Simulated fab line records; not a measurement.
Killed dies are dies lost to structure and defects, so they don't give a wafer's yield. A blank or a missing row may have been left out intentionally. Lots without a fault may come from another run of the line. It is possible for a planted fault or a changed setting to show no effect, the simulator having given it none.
Matching of chambers | flow n5 finfet | N5_BEOL_M2_DEP_57 on pecvd-04: 3 sister chambers
The step deposits SiCN from 3MS/NH3, target thk 8 nm, time 14 s. 6 wafers are shown with their chamber, then 10 later ones without.

## WAFERS WITH THEIR CHAMBER
wafer  | chamber | showerhead plenum p Torr (Torr) | throttle valve pct (%)
L084.6 | 2       | 3.652                           | 8.6
L088.1 | 1       | 3.642                           | 8.7
L088.4 | 2       | 3.649                           | 8.9
L088.5 | 1       | 3.658                           | 8.7
L089.2 | 0       | 3.670                           | 9.2
L089.3 | 0       | 3.669                           | 9.3

## WAFERS MISSING THEIR CHAMBER
wafer  | showerhead plenum p Torr (Torr) | throttle valve pct (%)
L089.6 | 3.675                           | 9.1
L092.1 | 3.670                           | 9.1
L092.2 | 3.655                           | 8.8
L092.3 | 3.642                           | 8.8
L095.2 | 3.657                           | 8.4
L095.4 | 3.672                           | 9.2
L095.6 | 3.652                           | 8.9
L096.1 | 3.663                           | 8.9
L096.2 | 3.665                           | 9.1
L096.4 | 3.658                           | 8.6

## WHICH CHAMBER EACH ONE RAN IN
wafer  | from the rows above          | in truth
L089.6 | 0                            | 0
L092.1 | 0                            | 0
L092.2 | can't be placed: 2 or 1      | 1
L092.3 | can't be placed: 2 or 1      | 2
L095.2 | can't be placed: 1 or 2      | 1
L095.4 | 0                            | 0
L095.6 | can't be placed: 2 or 1      | 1
L096.1 | can't be placed: 2 or 1 or 0 | 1
L096.2 | 0                            | 0
L096.4 | can't be placed: 1 or 2      | 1
Correctly placed: 4 of 10. Can't be placed from these rows: 6 (the true chamber is among the candidates in 6). Wrongly placed: 0.
How it was worked out, from the rows above alone: a wafer's distance from a chamber is the root of the sum, over the readings, of the square of ((its reading less the chamber's mean) divided by the reading's scatter). If the next closest chamber is less than 2 further off than the closest, the wafer can't be placed; otherwise it belongs to the closest. Each chamber's mean is taken over the wafers shown for it. How the scatter is found: for the shown wafers, subtract from each reading the mean of its chamber, square and add these, divide the total by (wafers less chambers), then take the root.
